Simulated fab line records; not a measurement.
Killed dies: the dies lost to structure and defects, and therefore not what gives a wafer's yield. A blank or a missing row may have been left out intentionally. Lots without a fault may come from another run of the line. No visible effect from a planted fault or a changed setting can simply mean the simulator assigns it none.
A struck lot beside a sound one || flow nand harc || 26 steps out of a route of 1159
Sound: the wafers L357.1, L357.3, L357.6. The struck wafers were L365.1, L365.3, L365.5. The cause is named last.
For every step that has rows: the tool of each side, followed by ch and its chambers, followed by its first start. Under that, the readings that differ: sound wafers || struck wafers || difference of the means || sigmas: that difference in standard deviations of wafers without a fault.
alike: readings whose means differ by less than 2 such deviations, and words and numbers that are the same on both sides. not compared: withheld readings, readings that some wafer has no value for, bounds like >300 that may hide the same value, and numbers for which the record gives no deviation and whose values overlap.
A row with sigmas, a row that says differs or no value, or rows on one side alone: a step with any of these is where the two part. Non-overlapping numbers with no deviation appear without sigmas and do not part them. A reading that every wafer of one side lacks parts them only if that side has two wafers or more.

first, 5 steps without rows for these wafers: NHARC_P_GATE_STRIP_15 (strips in SPM, time 780 s); NHARC_P_GATE_PRECLEAN_71 (cleans in SC1); NHARC_P_GATE_SRD_72; NHARC_P_GATE_OXIDE_16 (material SiO2, target thk 3 nm, ox time 392 s); NHARC_P_GATE_CVD_17 (deposits poly-Si, target thk 150 nm, time 900 s).
NHARC_P_GATE_HM_DEP_102: deposits aC, target thk 120 nm.
  sound on acl dep-03 ch 0, day 5 16:31; struck on acl dep-03 ch 0, day 8 00:37
  alike: throttle valve pct
then, 6 steps without rows for these wafers: NHARC_P_GATE_DEP_103 (deposits SiON, target thk 30 nm); NHARC_P_GATE_DEHYDRATE_18 (time 120 s); NHARC_P_GATE_HMDS_19 (time 30 s); NHARC_P_GATE_COAT_20 (resist thk 90 nm); NHARC_P_GATE_SOFTBAKE_21 (time 55 s); NHARC_P_GATE_EBR_22.
NHARC_P_GATE_EXPOSE_23: exposes mask P GATE, target cd 120 nm.
  sound on arfi scanner-01 ch 0, day 5 17:43; struck on arfi scanner-02 ch 0, day 8 01:41
{"reading": "mask", "sound": "P_GATE#0 P_GATE#0 P_GATE#0", "struck": "P_GATE_R1#0 P_GATE_R1#0 P_GATE_R1#0", "difference": "differs", "sigmas": ""}
then, 2 steps without rows for these wafers: NHARC_P_GATE_PEB_24 (peb time 65 s); NHARC_P_GATE_DEVELOP_25 (develop time 35 s).
NHARC_P_GATE_CD_MEAS_26 targets a cd of 120 nm.
  sound on cd sem-03 ch 0, day 5 17:51; struck on cd sem-03 ch 0, day 8 01:50
{"reading": "cd nm (nm)", "sound": "119.2 119.6 119.8", "struck": "103.7 103.8 103.1", "difference": -16.0, "sigmas": -27}
NHARC_P_GATE_OVL_MEAS_27:
  sound: overlay-01 at day 5 17:56; struck: overlay-01 at day 8 01:55
  alike: overlay x nm, overlay y nm
NHARC_P_GATE_INSPECT_28:
  sound: defect inspect-02 at day 5 17:59; struck: defect inspect-01 at day 8 01:58
  alike: raw defect count
NHARC_P_GATE_DESCUM_31: chemistry O2, time 3 s.
  sound on rie diel-06 ch 1,2, day 5 18:02; struck on rie diel-06 ch 0,2,3, day 8 02:01
{"reading": "model.P_GATE.cd nm (nm)", "sound": "119.6 119.4 119.5", "struck": "103.4 103.8 103.3", "difference": -16.0, "sigmas": ""}
  alike: chamber pressure mTorr, drypump motor current A, oes product au, rf vpp V, showerhead plenum p Torr, throttle valve pct
  not compared: rf hours counter h
NHARC_P_GATE_ETCH_104: etches the open film in CF4/CHF3, target depth 60 nm.
  sound on rie diel-06 ch 1,2,3, day 5 18:08; struck on rie diel-06 ch 0,1, day 8 02:11
  alike: chamber pressure mTorr, drypump motor current A, oes product au, rf vpp V, showerhead plenum p Torr, throttle valve pct
NHARC_P_GATE_HM_OPEN_105: chemistry O2/COS, target depth 360 nm.
  sound: rie diel-06 ch 2,3; struck: rie diel-06 ch 0,1,2
  alike: chamber pressure mTorr, drypump motor current A, oes product au, rf vpp V, showerhead plenum p Torr, throttle valve pct
  not compared: rf hours counter h
then, 1 step without rows for these wafers: NHARC_P_GATE_STRIP_106 (strips in O2/COS).
NHARC_P_GATE_ETCH_114: etches the open film in CF4/O2, target depth 30 nm, overetch 3 nm, time 16.5 s.
  sound: rie diel-06 ch 1,2,3; struck: rie diel-06 ch 1,3
  alike: chamber pressure mTorr, drypump motor current A, oes product au, rf vpp V, showerhead plenum p Torr, throttle valve pct
  not compared: rf hours counter h
NHARC_P_GATE_ETCH_32: etches the open film in HBr/Cl2, target depth 150 nm, time 100.1 s.
  sound on rie si-05 ch 0,2,3, day 5 18:34; struck on rie si-05 ch 1,3, day 8 02:34
{"reading": "model.P_GATE.cd nm (nm)", "sound": "118.1 119 120.1", "struck": "102.8 104.4 104.3", "difference": -15.2, "sigmas": ""}
  alike: chamber pressure mTorr, drypump motor current A, oes product au, throttle valve pct
  not compared: rf hours counter h
NHARC_P_GATE_STRIP_108: strips in O2.
  sound on rie diel-09 ch 1,2, day 5 18:43; struck on rie diel-11 ch 1,2, day 8 02:50
  alike: chamber pressure mTorr, drypump motor current A, oes product au, rf vpp V, showerhead plenum p Torr, throttle valve pct
  not compared: rf hours counter h
-- record jumps: 14 days between struck wafers' starts before vs after; left off in module P_GATE, resumes in module END, first step shown is number 1159 of the route --
NHARC_END_SORT_01:
  here the record holds rows for the struck wafers (prober-01 ch 0, day 22 01:53) but none for the sound ones

== WHERE THEY PART ==
At NHARC_P_GATE_EXPOSE_23 first; at NHARC_END_SORT_01 last (within this record only).

WHY: what the simulator had put in
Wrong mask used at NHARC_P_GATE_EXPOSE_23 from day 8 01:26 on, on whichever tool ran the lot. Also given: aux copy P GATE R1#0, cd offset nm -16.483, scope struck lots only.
